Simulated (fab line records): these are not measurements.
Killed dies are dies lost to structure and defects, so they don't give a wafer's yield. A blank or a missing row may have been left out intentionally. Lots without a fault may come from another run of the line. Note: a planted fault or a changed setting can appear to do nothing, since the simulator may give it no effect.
fab line records + flow n5_finfet
record
- lots=6
- wafers=16
- last_day=17
route steps=1938 shown BEOL_M5@1118 PASSIVATION@1936
lots that met no fault: taken from a fault-free run of the same line
start_h: the number of hours between the record's first day and the start of the first shown wafer of the lot + wait_h: how many hours have passed since the lot's step before this one + " as in the row above + L1.1+2: a row that stands for several wafers + - value missing, or start not given + * or withheld: withheld + < > ~ a bound
route shown NAME@n: NAME is a module with steps in the file, n the number in the route of the first one + usual: mean and standard deviation over wafers with no fault + same: alike in all rows + chamber/n: place in a boat + sites: readings site by site + _std_site: standard deviation across them + _edge_site: the outer-site mean with the inner-site mean subtracted + radius_mm: for every site, how far away it sits from the centre of the wafer + mask NAME#n: copy n + behind: the last tool/chamber to shape the wafer + hold: the reason the lot was held/the length of the hold in hours/how it ended + device: the transistor (n, p or np) that didn't switch + end of line: the route-end tests of the same wafers + a step with no rows: only its recipe + killed: the dies lost at the first sort to structure and to defects; this is not the yield of the wafer + map: a wafer's dies, x killed, . not, _ none there
set.NAME: the setting that was run; set.NAME@STEP: the one run at that earlier step + model.NAME: the simulator's own value behind a step, which no gauge read
a table for each step, a row for each wafer; lots at some steps of the route
services: from which hour (start_h, from the record's first day; less than 0 if before it) a tool's chamber was out of use, for how many hours, and why
## steps
# step N5_BEOL_M5_COAT_60
# recipe
- resist=SiARC
- temp_c=220
- time_s=60
- spin_rpm=1500
- resist_thk_nm=12
# step N5_BEOL_M5_COAT_71
# recipe
- resist=underlayer
- temp_c=205
- time_s=60
- spin_rpm=1500
- resist_thk_nm=5
# step N5_BEOL_M5_COAT_05
# recipe
- resist=CAR-EUV
- spin_rpm=1500
- resist_thk_nm=30
# step N5_BEOL_M5_EBR_07
# recipe
- solvent=PGMEA
- ebr_width_mm=1.5
# step N5_BEOL_M5_SOFTBAKE_06
# recipe
- temp_c=110
- time_s=60
- resist=CAR-EUV
# step N5_BEOL_M5_EXPOSE_08
# recipe
- mask_id=M5
- na=0.33
- source_shape=annular
- sigma_inner=0.4
- sigma_outer=0.8
- polarization=unpolarized
- target_cd_nm=28
- dose_mj=35.75
# step N5_BEOL_M5_PEB_09
# recipe
- peb_temp_c=100
- peb_time_s=60
- resist=CAR-EUV
# step N5_BEOL_M5_DEVELOP_10
# recipe
- develop_time_s=30
- developer=TMAH
- resist=CAR-EUV
- rinse_liquid=surfactant_rinse
- dry=air_spin
- dev_temp_c=23
# step N5_BEOL_M5_CD_MEAS_11
# recipe
- target_cd_nm=27.74
- landing_energy_ev=500
- detector=se_inlens
# usual
- cd_nm=28.08/0.29
| lot.wafer | tool      | chamber | start_h | wait_h | cd_nm |
|-----------|-----------|---------|---------|--------|-------|
| L456.1    | cd_sem-03 | 0       | 217.12  | -      | 28.52 |
| L456.4    | "         | 0       | "       | "      | 27.65 |
| L456.5    | "         | 0       | "       | "      | 28.40 |
| L460.4    | cd_sem-03 | 0       | 246.09  | -      | 28.06 |
| L460.5    | "         | 0       | "       | "      | 28.17 |
| L460.6    | "         | 0       | "       | "      | 28.25 |
| L463.5    | cd_sem-03 | 0       | 249.26  | -      | 28.44 |
| L463.6    | "         | 0       | "       | "      | 28.13 |
| L465.3    | cd_sem-02 | 0       | 279.55  | -      | 28.13 |
| L465.6    | "         | 0       | "       | "      | 27.75 |
| L469.2    | cd_sem-02 | 0       | 293.44  | -      | 28.40 |
| L469.5    | "         | 0       | "       | "      | 28.25 |
| L469.6    | "         | 0       | "       | "      | 28.26 |
| L470.2    | cd_sem-02 | 0       | 305.76  | -      | 27.51 |
| L470.3    | "         | 0       | "       | "      | 28.19 |
| L470.6    | "         | 0       | "       | "      | 27.55 |
# step N5_BEOL_M5_OVL_MEAS_12
# recipe
- points_per_wafer=522
# usual
- M5_OVL=-0.2/0.67
| lot.wafer | tool       | chamber | start_h | wait_h | M5_OVL[nm] |
|-----------|------------|---------|---------|--------|------------|
| L456.1    | overlay-02 | 0       | 217.15  | 0.0    | -0.4       |
| L456.4    | "          | 0       | "       | "      | -0.5       |
| L456.5    | "          | 0       | "       | "      | -1.7       |
| L460.4    | overlay-02 | 0       | 246.13  | 0.0    | 0.3        |
| L460.5    | "          | 0       | "       | "      | -0.2       |
| L460.6    | "          | 0       | "       | "      | 0.0        |
| L463.5    | overlay-01 | 0       | 249.31  | 0.0    | 0.2        |
| L463.6    | "          | 0       | "       | "      | -0.1       |
| L465.3    | overlay-02 | 0       | 279.59  | 0.0    | -0.4       |
| L465.6    | "          | 0       | "       | "      | -1.0       |
| L469.2    | overlay-01 | 0       | 293.47  | 0.0    | -0.6       |
| L469.5    | "          | 0       | "       | "      | 1.1        |
| L469.6    | "          | 0       | "       | "      | -0.3       |
| L470.2    | overlay-02 | 0       | 305.79  | 0.0    | 1.0        |
| L470.3    | "          | 0       | "       | "      | 0.9        |
| L470.6    | "          | 0       | "       | "      | 0.5        |
# step N5_BEOL_M5_INSPECT_13
# recipe
- mode=adi
- inspect_instrument=brightfield
# usual
- raw_defect_count=426/110
| lot.wafer | tool              | chamber | start_h | wait_h | raw_defect_count |
|-----------|-------------------|---------|---------|--------|------------------|
| L456.1    | defect_inspect-02 | -       | 217.21  | 0.1    | 342              |
| L456.4    | "                 | -       | "       | "      | 357              |
| L456.5    | "                 | -       | "       | "      | 473              |
| L460.4    | defect_inspect-01 | -       | 246.18  | 0.0    | 531              |
| L460.5    | "                 | -       | "       | "      | 407              |
| L460.6    | "                 | -       | "       | "      | 586              |
| L463.5    | defect_inspect-01 | -       | 249.34  | 0.0    | 421              |
| L463.6    | "                 | -       | "       | "      | 317              |
| L465.3    | defect_inspect-02 | -       | 279.64  | 0.0    | 327              |
| L465.6    | "                 | -       | "       | "      | 366              |
| L469.2    | defect_inspect-01 | -       | 293.52  | 0.0    | 398              |
| L469.5    | "                 | -       | "       | "      | 401              |
| L469.6    | "                 | -       | "       | "      | 550              |
| L470.2    | defect_inspect-01 | -       | 305.84  | 0.0    | 396              |
| L470.3    | "                 | -       | "       | "      | 547              |
| L470.6    | "                 | -       | "       | "      | 416              |
# step N5_BEOL_M5_DESCUM_16
# recipe
- chemistry=O2
- time_s=7
- source_power_w=50
- bias_power_w=20
- pressure_mtorr=20
- rf_frequency_hz=2.712e+07
- temp_c=40
- resist=CAR-EUV
- o2_flow_sccm=225
# usual
- drypump_motor_current_A=5.6/0.49
- oes_product_au=0.80/0.078
- rf_vpp_V=243.8/1.4
- showerhead_plenum_p_Torr=2.14/0.076
- throttle_valve_pct=20.38/0.28
| lot.wafer | tool        | chamber | start_h | wait_h | drypump_motor_current_A | oes_product_au | rf_hours_counter_h | rf_vpp_V | showerhead_plenum_p_Torr | throttle_valve_pct |
|-----------|-------------|---------|---------|--------|-------------------------|----------------|--------------------|----------|--------------------------|--------------------|
| L456.1    | rie_diel-03 | 2       | 217.24  | 0.0    | 5.7                     | 0.85           | 61                 | 245.0    | 2.24                     | 20.46              |
| L456.4    | "           | 1       | "       | "      | 5.3                     | 0.81           | 69                 | 244.4    | 2.23                     | 20.53              |
| L456.5    | "           | 0       | "       | "      | 6.1                     | 0.89           | -                  | 242.6    | 2.06                     | 20.47              |
| L460.4    | rie_diel-03 | 2       | 246.23  | 0.0    | 5.7                     | 0.84           | -                  | 246.5    | 2.24                     | 20.47              |
| L460.5    | "           | 0       | "       | "      | 6.1                     | 0.88           | -                  | 242.5    | 2.05                     | 20.47              |
| L460.6    | "           | 1       | "       | "      | 5.3                     | 0.80           | -                  | 245.7    | 2.23                     | 20.54              |
| L463.5    | rie_diel-03 | 0       | 249.39  | 0.0    | 6.1                     | 0.87           | -                  | 242.0    | 2.05                     | 20.48              |
| L463.6    | "           | 1       | "       | "      | 5.3                     | 0.79           | -                  | 244.1    | 2.23                     | 20.55              |
| L465.3    | rie_diel-03 | 1       | 279.70  | 0.1    | 5.3                     | 0.78           | 91                 | 244.9    | 2.22                     | 20.54              |
| L465.6    | "           | 0       | "       | "      | 6.1                     | 0.87           | -                  | 242.3    | 2.05                     | 20.50              |
| L469.2    | rie_diel-05 | 3       | 294.86  | 1.3    | 5.3                     | 0.81           | 96                 | 244.8    | 2.11                     | 20.22              |
| L469.5    | "           | 3       | "       | "      | 5.2                     | 0.81           | -                  | 243.1    | 2.11                     | 20.22              |
| L469.6    | "           | 2       | "       | "      | 5.1                     | 0.69           | -                  | 245.2    | 2.14                     | 20.65              |
| L470.2    | rie_diel-05 | 2       | 305.90  | 0.1    | 5.1                     | 0.68           | 237                | 245.5    | 2.14                     | 20.64              |
| L470.3    | "           | 3       | "       | "      | 5.3                     | 0.80           | 101                | 244.0    | 2.11                     | 20.24              |
| L470.6    | "           | 3       | "       | "      | 5.2                     | 0.79           | -                  | 244.8    | 2.11                     | 20.25              |
# step N5_BEOL_M5_ETCH_72
# recipe
- chemistry=N2/H2
- target=underlayer
- target_depth_a=65
- mask_material=CAR-EUV
- time_s=5.2
- ion_energy_ev=200
- pressure_mtorr=30
- source_w=840
- bias_w=150
- n2_flow_sccm=200
- h2_flow_sccm=200
- ends=cleared
# usual
- drypump_motor_current_A=5.6/0.49
- etch_rf_on_time_s=5.30/0.15
- n2_flow_sccm=200.0/0.64
- oes_product_au=0.68/0.065
- rf_vpp_V=525.4/2.7
- showerhead_plenum_p_Torr=2.59/0.09
- throttle_valve_pct=17.78/0.3
| lot.wafer | tool        | chamber | start_h | wait_h | drypump_motor_current_A | etch_rf_on_time_s | n2_flow_sccm | oes_product_au | rf_hours_counter_h | rf_vpp_V | showerhead_plenum_p_Torr | throttle_valve_pct |
|-----------|-------------|---------|---------|--------|-------------------------|-------------------|--------------|----------------|--------------------|----------|--------------------------|--------------------|
| L456.1    | rie_diel-03 | 2       | 217.28  | 0.0    | 5.7                     | 5.28              | 199.0        | 0.72           | 61                 | 528.0    | 2.69                     | 17.72              |
| L456.4    | "           | 1       | "       | "      | 5.3                     | 5.50              | 200.8        | 0.68           | 69                 | 527.0    | 2.70                     | 17.98              |
| L456.5    | "           | 0       | "       | "      | 6.1                     | 5.06              | 199.1        | 0.78           | -                  | 521.8    | 2.49                     | 17.77              |
| L460.4    | rie_diel-03 | 2       | 246.25  | 0.0    | 5.7                     | 5.35              | 201.1        | 0.71           | -                  | 529.0    | 2.68                     | 17.75              |
| L460.5    | "           | 0       | "       | "      | 6.1                     | 5.17              | 200.2        | 0.75           | -                  | 521.5    | 2.48                     | 17.79              |
| L460.6    | "           | 1       | "       | "      | 5.3                     | 5.61              | 199.9        | 0.66           | -                  | 530.2    | 2.69                     | 17.98              |
| L463.5    | rie_diel-03 | 0       | 249.42  | 0.0    | 6.1                     | 5.13              | 200.2        | 0.77           | -                  | 523.0    | 2.48                     | 17.80              |
| L463.6    | "           | 1       | "       | "      | 5.3                     | 7.68              | 199.8        | 0.57           | -                  | 526.2    | 2.69                     | 17.97              |
| L465.3    | rie_diel-03 | 1       | 279.74  | 0.0    | 5.3                     | 7.58              | 201.3        | 0.56           | 91                 | 527.0    | 2.69                     | 17.95              |
| L465.6    | "           | 0       | "       | "      | 6.1                     | 6.96              | 199.3        | 0.62           | -                  | 521.7    | 2.48                     | 17.80              |
| L469.2    | rie_diel-05 | 3       | 294.89  | 0.0    | 5.3                     | 5.34              | 200.4        | 0.68           | 96                 | 524.2    | 2.59                     | 17.86              |
| L469.5    | "           | 3       | "       | "      | 5.3                     | 5.33              | 200.1        | 0.68           | -                  | 526.3    | 2.59                     | 17.92              |
| L469.6    | "           | 2       | "       | "      | 5.2                     | 5.41              | 200.7        | 0.58           | -                  | 525.2    | 2.59                     | 17.99              |
| L470.2    | rie_diel-05 | 2       | 305.94  | 0.0    | 5.1                     | 5.36              | 199.2        | 0.58           | 237                | 524.9    | 2.59                     | 17.99              |
| L470.3    | "           | 3       | "       | "      | 5.2                     | 5.36              | 200.8        | 0.67           | 101                | 523.9    | 2.59                     | 17.92              |
| L470.6    | "           | 3       | "       | "      | 5.2                     | 5.36              | 200.6        | 0.67           | -                  | 524.2    | 2.59                     | 17.93              |
# step N5_BEOL_M5_ETCH_61
# recipe
- chemistry=CF4
- target=SiARC
- target_depth_a=156
- mask_material=CAR-EUV
- time_s=26
- ion_energy_ev=80
- pressure_mtorr=40
- source_w=545
- bias_w=36
- Ar_flow_sccm=100
- cf4_flow_sccm=100
- ends=cleared
# usual
- drypump_motor_current_A=5.6/0.49
- etch_rf_on_time_s=26.5/0.72
- oes_product_au=0.68/0.065
- rf_vpp_V=184.5/1.1
- showerhead_plenum_p_Torr=2.18/0.064
- throttle_valve_pct=15.53/0.23
| lot.wafer | tool        | chamber | start_h | wait_h | drypump_motor_current_A | etch_rf_on_time_s | oes_product_au | rf_hours_counter_h | rf_vpp_V | showerhead_plenum_p_Torr | throttle_valve_pct |
|-----------|-------------|---------|---------|--------|-------------------------|-------------------|----------------|--------------------|----------|--------------------------|--------------------|
| L456.1    | rie_diel-03 | 2       | 217.29  | 0.0    | 5.7                     | 26.6              | 0.72           | 61                 | 185.0    | 2.25                     | 15.35              |
| L456.4    | "           | 1       | "       | "      | 5.3                     | 27.7              | 0.68           | 69                 | 184.5    | 2.25                     | 15.52              |
| L456.5    | "           | 0       | "       | "      | 6.1                     | 26.0              | 0.77           | -                  | 183.0    | 2.10                     | 15.53              |
| L460.4    | rie_diel-03 | 2       | 246.27  | 0.0    | 5.7                     | 26.3              | 0.72           | -                  | 185.0    | 2.25                     | 15.38              |
| L460.5    | "           | 0       | "       | "      | 6.1                     | 25.7              | 0.75           | -                  | 184.1    | 2.10                     | 15.53              |
| L460.6    | "           | 1       | "       | "      | 5.3                     | 27.6              | 0.67           | -                  | 184.3    | 2.25                     | 15.53              |
| L463.5    | rie_diel-03 | 0       | 249.44  | 0.0    | 6.1                     | 25.7              | 0.76           | -                  | 183.6    | 2.10                     | 15.53              |
| L463.6    | "           | 1       | "       | "      | 5.3                     | 27.6              | 0.67           | -                  | 185.7    | 2.25                     | 15.54              |
| L465.3    | rie_diel-03 | 1       | 279.76  | 0.0    | 5.3                     | 27.4              | 0.66           | 91                 | 185.4    | 2.25                     | 15.53              |
| L465.6    | "           | 0       | "       | "      | 6.1                     | 25.4              | 0.75           | -                  | 185.1    | 2.09                     | 15.57              |
| L469.2    | rie_diel-05 | 3       | 294.91  | 0.0    | 5.2                     | 26.2              | 0.68           | 96                 | 184.0    | 2.17                     | 15.55              |
| L469.5    | "           | 3       | "       | "      | 5.3                     | 26.3              | 0.69           | -                  | 184.1    | 2.17                     | 15.56              |
| L469.6    | "           | 2       | "       | "      | 5.2                     | 26.8              | 0.58           | -                  | 184.6    | 2.20                     | 15.90              |
| L470.2    | rie_diel-05 | 2       | 305.96  | 0.0    | 5.1                     | 27.0              | 0.57           | 237                | 186.0    | 2.20                     | 15.91              |
| L470.3    | "           | 3       | "       | "      | 5.2                     | 27.0              | 0.67           | 101                | 183.8    | 2.17                     | 15.56              |
| L470.6    | "           | 3       | "       | "      | 5.2                     | 26.7              | 0.68           | -                  | 185.5    | 2.17                     | 15.57              |
# step N5_PASSIVATION_PROBE_49
# usual
- defect_limited_yield=91.4/1.4
- killed_at_M0_to_M3=33/10
- killed_at_M4_up=14/6.1
- killed_at_contacts=14/6.1
- killed_at_front_end=38/9.7
- killed_at_other=3.1/2.9
- killed_dies=102/17
- killed_open=67/13
- killed_short=32/8
- sort_bin_4_leakage=0.00/0.051
- sort_bin_5_function=5.1/0.94
- sort_bin_6_memory=3.2/0.68
- sort_bin_8_speed=0.02/0.17
- sort_n_pass=1078/17
- sort_yield_pct=91.3/1.5
# same
- gross_dies=1180
- killed_at_back_side=0
| lot.wafer | tool      | chamber | start_h | wait_h | defect_limited_yield[%] | killed_at_M0_to_M3 | killed_at_M4_up | killed_at_contacts | killed_at_front_end | killed_at_other | killed_dies | killed_open | killed_short | sort_bin_4_leakage[%] | sort_bin_5_function[%] | sort_bin_6_memory[%] | sort_bin_8_speed[%] | sort_n_pass | sort_yield_pct[%] |
|-----------|-----------|---------|---------|--------|-------------------------|--------------------|-----------------|--------------------|---------------------|-----------------|-------------|-------------|--------------|-----------------------|------------------------|----------------------|---------------------|-------------|-------------------|
| L456.1    | prober-02 | -       | 313.42  | 0.0    | 91.4                    | 25                 | 9               | 18                 | 49                  | 0               | 101         | 69          | 30           | 0                     | 4.7                    | 3.6                  | 0                   | 1079        | 91.4              |
| L456.4    | prober-02 | -       | 313.57  | 0.2    | 89.1                    | 49                 | 20              | 2                  | 58                  | 0               | 129         | 74          | 54           | 0                     | 6.7                    | 3.6                  | 0                   | 1051        | 89.1              |
| L456.5    | prober-02 | -       | 313.62  | 0.2    | 91.6                    | 29                 | 7               | 17                 | 44                  | 2               | 99          | 64          | 34           | 0                     | 5.5                    | 2.7                  | 0                   | 1081        | 91.6              |
| L460.4    | prober-02 | -       | 352.26  | 0.2    | 89.9                    | 35                 | 14              | 22                 | 45                  | 3               | 119         | 87          | 31           | 0                     | 5.9                    | 3.8                  | 0                   | 1061        | 89.9              |
| L460.5    | prober-02 | -       | 352.31  | 0.2    | 89.6                    | 37                 | 14              | 31                 | 41                  | 0               | 123         | 86          | 36           | 0                     | 6.4                    | 3.6                  | 0                   | 1057        | 89.6              |
| L460.6    | prober-02 | -       | 352.36  | 0.3    | 91.1                    | 24                 | 24              | 20                 | 37                  | 0               | 105         | 68          | 34           | 0                     | 4.9                    | 3.6                  | 0                   | 1075        | 91.1              |
| L463.5    | prober-02 | -       | 373.22  | 0.2    | 92.8                    | 40                 | 12              | 8                  | 23                  | 2               | 85          | 54          | 25           | 0                     | 3.8                    | 2.5                  | 0                   | 1095        | 92.8              |
| L463.6    | prober-02 | -       | 373.27  | 0.3    | 91.1                    | 63                 | 7               | 10                 | 24                  | 1               | 105         | 62          | 43           | 0                     | 5.1                    | 3.4                  | 0                   | 1075        | 91.1              |
| L465.3    | prober-02 | -       | 376.82  | 0.1    | 91.3                    | 47                 | 7               | 8                  | 36                  | 5               | 103         | 64          | 28           | 0                     | 5.4                    | 2.4                  | 0                   | 1077        | 91.3              |
| L465.6    | prober-02 | -       | 376.97  | 0.3    | 90.5                    | 48                 | 17              | 5                  | 39                  | 3               | 112         | 67          | 42           | 0                     | 5.0                    | 4.1                  | 0.08                | 1067        | 90.4              |
| L469.2    | prober-01 | -       | 395.55  | 0.1    | 90.6                    | 34                 | 8               | 20                 | 42                  | 7               | 111         | 76          | 29           | 0                     | 5.5                    | 3.9                  | 0                   | 1069        | 90.6              |
| L469.5    | prober-01 | -       | 395.70  | 0.2    | 92.5                    | 38                 | 11              | 10                 | 26                  | 3               | 88          | 56          | 29           | 0                     | 4.0                    | 2.8                  | 0.08                | 1091        | 92.5              |
| L469.6    | prober-01 | -       | 395.75  | 0.3    | 91.5                    | 37                 | 16              | 5                  | 39                  | 3               | 100         | 58          | 32           | 0                     | 4.9                    | 3.2                  | 0                   | 1080        | 91.5              |
| L470.2    | prober-01 | -       | 408.23  | 0.1    | 93.4                    | 26                 | 9               | 12                 | 29                  | 2               | 78          | 53          | 23           | 0                     | 3.7                    | 2.6                  | 0                   | 1102        | 93.4              |
| L470.3    | prober-01 | -       | 408.28  | 0.1    | 95.2                    | 15                 | 2               | 7                  | 31                  | 2               | 57          | 34          | 19           | 0.59                  | 2.9                    | 1.5                  | 0                   | 1116        | 94.6              |
| L470.6    | prober-01 | -       | 408.43  | 0.3    | 94.7                    | 23                 | 7               | 3                  | 29                  | 1               | 63          | 45          | 17           | 0                     | 3.1                    | 1.9                  | 0                   | 1117        | 94.7              |
# killed by level:class
L456.1 MOL_CONTACT_COAG:geometric_particle:open=14 STI_FIN_REVEAL:geometric_particle:open=10 FIN_SAQP:geometric_particle:short=8 FIN_SAQP:geometric_particle:open=6 ILD0:geometric_particle:open=6 BEOL_M0:geometric_particle:open=5 BEOL_M2:geometric_particle:open=5 GATE_CUT:geometric_particle:open=4
L456.4 FIN_SAQP:geometric_particle:short=26 BEOL_M3:geometric_particle:open=16 FIN_SAQP:geometric_particle:open=10 BEOL_M4:geometric_particle:open=9 STI_FIN_REVEAL:geometric_particle:open=7 BEOL_M2:geometric_particle:open=7 BEOL_M0_SAQP:geometric_particle:open=6 BEOL_M1:geometric_particle:open=5
L456.5 MOL_CONTACT_COAG:geometric_particle:open=13 FIN_SAQP:geometric_particle:short=11 BEOL_M2:geometric_particle:open=11 STI_FIN_REVEAL:geometric_particle:open=8 FIN_SAQP:geometric_particle:open=7 BEOL_M3:geometric_particle:open=7 GATE_CUT:geometric_particle:short=5 MOL_CONTACT_COAG:geometric_particle:short=4
L460.4 MOL_CONTACT_COAG:geometric_particle:open=19 BEOL_M1:geometric_particle:open=12 GATE_CUT:geometric_particle:open=9 FIN_SAQP:geometric_particle:open=8 FIN_SAQP:geometric_particle:short=7 BEOL_M3:geometric_particle:open=7 DUMMY_GATE:geometric_particle:open=6 BEOL_M2:geometric_particle:open=5
L460.5 MOL_CONTACT_COAG:geometric_particle:open=22 STI_FIN_REVEAL:geometric_particle:open=12 FIN_SAQP:geometric_particle:short=10 DUMMY_GATE:geometric_particle:open=9 MOL_CONTACT_COAG:geometric_particle:short=9 BEOL_M0_SAQP:geometric_particle:open=7 BEOL_M3:geometric_particle:open=6 BEOL_M4:geometric_particle:open=5
L460.6 MOL_CONTACT_COAG:geometric_particle:open=17 STI_FIN_REVEAL:geometric_particle:open=10 FIN_SAQP:geometric_particle:short=9 BEOL_M4:geometric_particle:open=8 BEOL_M2:geometric_particle:open=7 BEOL_M0_SAQP:geometric_particle:open=6 BEOL_M4:geometric_particle:short=6 STI_FIN_REVEAL:geometric_particle:short=4
L463.5 BEOL_M2:geometric_particle:open=13 BEOL_M0_SAQP:geometric_particle:short=7 MOL_CONTACT_COAG:geometric_particle:open=6 BEOL_M0_SAQP:geometric_particle:open=6 HKMG_FIN:area_etch=5 BEOL_M2:geometric_particle:short=4 BEOL_M6:geometric_particle:open=4 DUMMY_GATE:geometric_particle:open=3
L463.6 BEOL_M0_SAQP:geometric_particle:open=27 BEOL_M0_SAQP:geometric_particle:short=17 MOL_CONTACT_COAG:geometric_particle:open=8 BEOL_M1:geometric_particle:open=6 BEOL_M2:geometric_particle:open=6 FIN_SAQP:geometric_particle:open=4 BEOL_M3:geometric_particle:short=4 STARTING-WAFER:geometric_particle:short=4
L465.3 BEOL_M2:geometric_particle:open=13 FIN_SAQP:geometric_particle:short=11 BEOL_M0_SAQP:geometric_particle:open=10 HKMG_FIN:area_etch=8 MOL_CONTACT_COAG:geometric_particle:open=7 BEOL_M3:geometric_particle:open=6 FIN_SAQP:geometric_particle:open=5 BEOL_M0_SAQP:geometric_particle:short=5
L465.6 BEOL_M0_SAQP:geometric_particle:open=14 BEOL_M2:geometric_particle:open=10 BEOL_M0_SAQP:geometric_particle:short=9 FIN_SAQP:geometric_particle:short=8 BEOL_M1:geometric_particle:open=6 BEOL_M4:geometric_particle:open=6 GATE_CUT:geometric_particle:short=5 FIN_SAQP:geometric_particle:open=4
L469.2 MOL_CONTACT_COAG:geometric_particle:open=16 STI_FIN_REVEAL:geometric_particle:open=11 BEOL_M3:geometric_particle:open=8 BEOL_M4:geometric_particle:open=6 DUMMY_GATE:geometric_particle:open=6 BEOL_M1:geometric_particle:open=6 BEOL_M0:geometric_particle:open=6 FIN_CUT:area_etch=6
L469.5 BEOL_M1:geometric_particle:open=10 BEOL_M3:geometric_particle:open=9 MOL_CONTACT_COAG:geometric_particle:open=6 BEOL_M0_SAQP:geometric_particle:short=5 MOL_CONTACT_COAG:geometric_particle:short=4 BEOL_M4:geometric_particle:open=4 FIN_SAQP:geometric_particle:open=3 FIN_SAQP:geometric_particle:short=3
L469.6 FIN_SAQP:geometric_particle:short=9 BEOL_M0_SAQP:geometric_particle:open=9 FIN_CUT:area_etch=9 BEOL_M2:geometric_particle:open=8 BEOL_M4:geometric_particle:open=8 BEOL_M0_SAQP:geometric_particle:short=7 BEOL_M3:geometric_particle:short=6 STI_FIN_REVEAL:geometric_particle:open=5
L470.2 BEOL_M1:geometric_particle:open=12 MOL_CONTACT_COAG:geometric_particle:open=10 FIN_SAQP:geometric_particle:open=5 GATE_CUT:geometric_particle:short=5 BEOL_M2:geometric_particle:open=5 FIN_SAQP:geometric_particle:short=3 DUMMY_GATE:geometric_particle:open=3 ILD0:geometric_particle:open=3
L470.3 MOL_CONTACT_COAG:geometric_particle:open=6 FIN_SAQP:geometric_particle:open=5 STARTING-WAFER:geometric_particle:short=5 GATE_CUT:geometric_particle:short=4 BEOL_M2:geometric_particle:open=4 STARTING-WAFER:geometric_particle:open=4 DUMMY_GATE:geometric_particle:open=3 HKMG_FIN:area_etch=3
L470.6 FIN_SAQP:geometric_particle:open=9 STI_FIN_REVEAL:geometric_particle:open=9 BEOL_M2:geometric_particle:open=6 BEOL_M0_SAQP:geometric_particle:short=4 BEOL_M0_SAQP:geometric_particle:open=4 BEOL_M1:geometric_particle:open=4 DUMMY_GATE:geometric_particle:open=2 ILD0:geometric_particle:open=2
## services
| tool        | chamber | start_h | hours | kind                          |
|-------------|---------|---------|-------|-------------------------------|
| rie_diel-03 | 3       | 224.30  | -     | clean                         |
| rie_diel-03 | 3       | 224.30  | -     | consumable_replace:focus_ring |
| rie_diel-03 | 3       | 224.30  | 24.5  | scheduled_down                |
| rie_diel-03 | 3       | 224.30  | 24.5  | vent_cycle                    |
| rie_diel-05 | 1       | 261.35  | -     | clean                         |
| rie_diel-05 | 1       | 261.35  | -     | consumable_replace:focus_ring |
| rie_diel-05 | 1       | 261.35  | 15.8  | scheduled_down                |
| rie_diel-05 | 1       | 261.35  | 15.8  | vent_cycle                    |
| rie_diel-03 | -       | 280.32  | 19.4  | repair                        |
| rie_diel-03 | -       | 299.88  | 14.6  | pm                            |
## key
first_sign
- step=N5_BEOL_M5_ETCH_72
- reading=etch_rf_on_time_s
- direction=up
- sigmas=14
- usual=*
- struck=*
effect none on later readings
met_at N5_BEOL_M5_ETCH_72
struck_wafers L463.6,L465.3,L465.6
onset_between 246.25 249.42
fault
- kind=process_parameter_drift
- tool=rie_diel-03
- chamber=-
- onset_h=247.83
- steps=N5_BEOL_M5_ETCH_72
- channel=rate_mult
- offset=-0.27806
- shape=step
- end_h=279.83
- scope=struck_wafers_only
